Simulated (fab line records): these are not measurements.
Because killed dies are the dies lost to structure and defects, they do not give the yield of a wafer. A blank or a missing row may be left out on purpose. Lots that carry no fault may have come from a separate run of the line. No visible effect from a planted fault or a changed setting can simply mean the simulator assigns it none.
Lot-split experiment | flow n5 finfet | 39 wafers read across 7 lots, on a route 1938 steps long

## ON THE SPLIT
At N5_SD_EPI_P_EPI_21 (deposits SiGe:B, time 355 s), the setting temp c was moved away from the recipe's 550 C on 9 of the 39 wafers read, by -0.7% to -0.2%. The other wafers ran this setting at the recipe's value.

## FROM THE SPLIT ON TO THE READING: in between, the file shows 1 step
- N5_SD_EPI_P_EPI_MEAS_23

## THE READING
SiGe-B_of_SD_EPI_P_EPI_21.thk nm (the simulator's own value, which no gauge read), in nm, at N5_SD_EPI_P_HM_STRIP_48 (strips SiNx in H3PO4, material SiNx, target depth 3 nm). The file does not state a usual value for it. Across the 30 wafers here that went through the recipe, the average is 60.8 nm and the standard deviation 0.97 nm.

wafer  | tool, chamber at the split | temp c as run, C | against the recipe | SiGe-B_of_SD_EPI_P_EPI_21.thk nm, nm | against lot-mates on the recipe
L076.1 | epi rpcvd-03, 0            | 547.3            | -0.5%              | 56.4                                 | -3.1
L076.2 | epi rpcvd-03, 0            | 550              | recipe             | 59.8                                 | -
L076.3 | epi rpcvd-03, 0            | 547.3            | -0.5%              | 56.6                                 | -2.9
L076.4 | epi rpcvd-03, 0            | 547.3            | -0.5%              | 55.8                                 | -3.7
L076.5 | epi rpcvd-03, 0            | 550              | recipe             | 59.4                                 | -
L076.6 | epi rpcvd-03, 0            | 550              | recipe             | 59.4                                 | -
L083.1 | epi rpcvd-04, 0            | 548.8            | -0.2%              | 59.2                                 | -2.0
L083.2 | epi rpcvd-04, 0            | 550              | recipe             | 61.2                                 | -
L083.3 | epi rpcvd-04, 0            | 548.8            | -0.2%              | 58.6                                 | -2.6
L083.4 | epi rpcvd-04, 0            | 550              | recipe             | 61.6                                 | -
L083.5 | epi rpcvd-04, 0            | 550              | recipe             | 60.8                                 | -
L083.6 | epi rpcvd-04, 0            | 548.8            | -0.2%              | 58.8                                 | -2.4
L084.1 | epi rpcvd-01, 0            | 550              | recipe             | 61.8                                 | -
L084.2 | epi rpcvd-01, 0            | 546.4            | -0.7%              | 56.8                                 | -4.4
L084.3 | epi rpcvd-01, 0            | 546.4            | -0.7%              | 56                                   | -5.2
L084.4 | epi rpcvd-01, 0            | 550              | recipe             | 60.4                                 | -
L084.5 | epi rpcvd-01, 0            | 546.4            | -0.7%              | 56.4                                 | -4.8
L084.6 | epi rpcvd-01, 0            | 550              | recipe             | 61.4                                 | -
L088.2 | epi rpcvd-01, 0            | 550              | recipe             | 60.8                                 | -
L088.5 | epi rpcvd-01, 0            | 550              | recipe             | 60.6                                 | -
L088.6 | epi rpcvd-01, 0            | 550              | recipe             | 60.4                                 | -
L090.1 | epi rpcvd-03, 0            | 550              | recipe             | 60                                   | -
L090.2 | epi rpcvd-03, 0            | 550              | recipe             | 60.2                                 | -
L090.3 | epi rpcvd-03, 0            | 550              | recipe             | 59.6                                 | -
L090.4 | epi rpcvd-03, 0            | 550              | recipe             | 59.8                                 | -
L090.5 | epi rpcvd-03, 0            | 550              | recipe             | 60.8                                 | -
L090.6 | epi rpcvd-03, 0            | 550              | recipe             | 60.4                                 | -
L092.1 | epi rpcvd-01, 0            | 550              | recipe             | 60                                   | -
L092.2 | epi rpcvd-01, 0            | 550              | recipe             | 59.6                                 | -
L092.3 | epi rpcvd-01, 0            | 550              | recipe             | 59.6                                 | -
L092.4 | epi rpcvd-01, 0            | 550              | recipe             | 60.6                                 | -
L092.5 | epi rpcvd-01, 0            | 550              | recipe             | 60.8                                 | -
L092.6 | epi rpcvd-01, 0            | 550              | recipe             | 60.2                                 | -
L093.1 | epi rpcvd-04, 0            | 550              | recipe             | 62.2                                 | -
L093.6 | epi rpcvd-04, 0            | 550              | recipe             | 62.2                                 | -
L093.2 | epi rpcvd-04, 0            | 550              | recipe             | 62.8                                 | -
L093.3 | epi rpcvd-04, 0            | 550              | recipe             | 61.8                                 | -
L093.4 | epi rpcvd-04, 0            | 550              | recipe             | 61.8                                 | -
L093.5 | epi rpcvd-04, 0            | 550              | recipe             | 62.6                                 | -

FIT RESULTS
A straight line over all 39 wafers: SiGe-B_of_SD_EPI_P_EPI_21.thk nm changes by +7.56 nm for each +1% of temp c; r = +0.87; the points scatter about the line by 0.93 nm.
The same after taking each lot's own level away (the mean of its wafers on the recipe; 39 wafers): +7.25 nm for each +1%; r = +0.96; scatter 0.44 nm.
Per that fit: largest temp c move, reading shift of 4.7 nm.
The lots' own levels span 59.53 to 62.23 nm, that is 2.8 times the standard deviation above.
Consequently the slope shifts little with the lot-to-lot level, the two slopes agreeing.
Check: with one of the wafers moved furthest among these (-0.7%) left out of the fit, the line predicts -4.88 nm for it against its lot-mates. Against them it came out at -4.4 nm.

## FURTHER SPLITS ON THESE WAFERS
Other splits were also applied to these wafers ahead of the reading. Each is held against what the fit with the lots' levels taken away leaves over:
other split on the same wafers       | wafers away from the commonest value | r with SiGe-B_of_SD_EPI_P_EPI_21.thk nm (lot level and that fit taken away)
N5_DUMMY_GATE_ETCH_37 source w       | 15                                   | +0.07
N5_DUMMY_GATE_ETCH_31 target depth a | 12                                   | -0.06
N5_DUMMY_GATE_ETCH_42 bias w         | 18                                   | +0.10

## THE WHOLE CHAIN: every reading that the file lists as answering this split, in the file's order
step                    | what it does                                           | reading                                                                           | change (the file's fit)              | r (the file's)
N5_SD_EPI_P_EPI_21      | deposits SiGe:B, time 355 s                            | SiGe-B_of_SD_EPI_P_EPI_21.thk nm (the simulator's own value, which no gauge read) | +7.37 nm for each +1% of the setting | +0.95
N5_SD_EPI_P_EPI_MEAS_23 |                                                        | thk nm                                                                            | withheld for each +1% of the setting | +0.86
N5_SD_EPI_P_HM_STRIP_48 | strips SiNx in H3PO4, material SiNx, target depth 3 nm | SiGe-B_of_SD_EPI_P_EPI_21.thk nm (the simulator's own value, which no gauge read) | +7.33 nm for each +1% of the setting | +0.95

## THE FILE'S OWN FIT
SiGe-B_of_SD_EPI_P_EPI_21.thk nm changes by +7.33 nm for each +1% of temp c, r = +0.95.
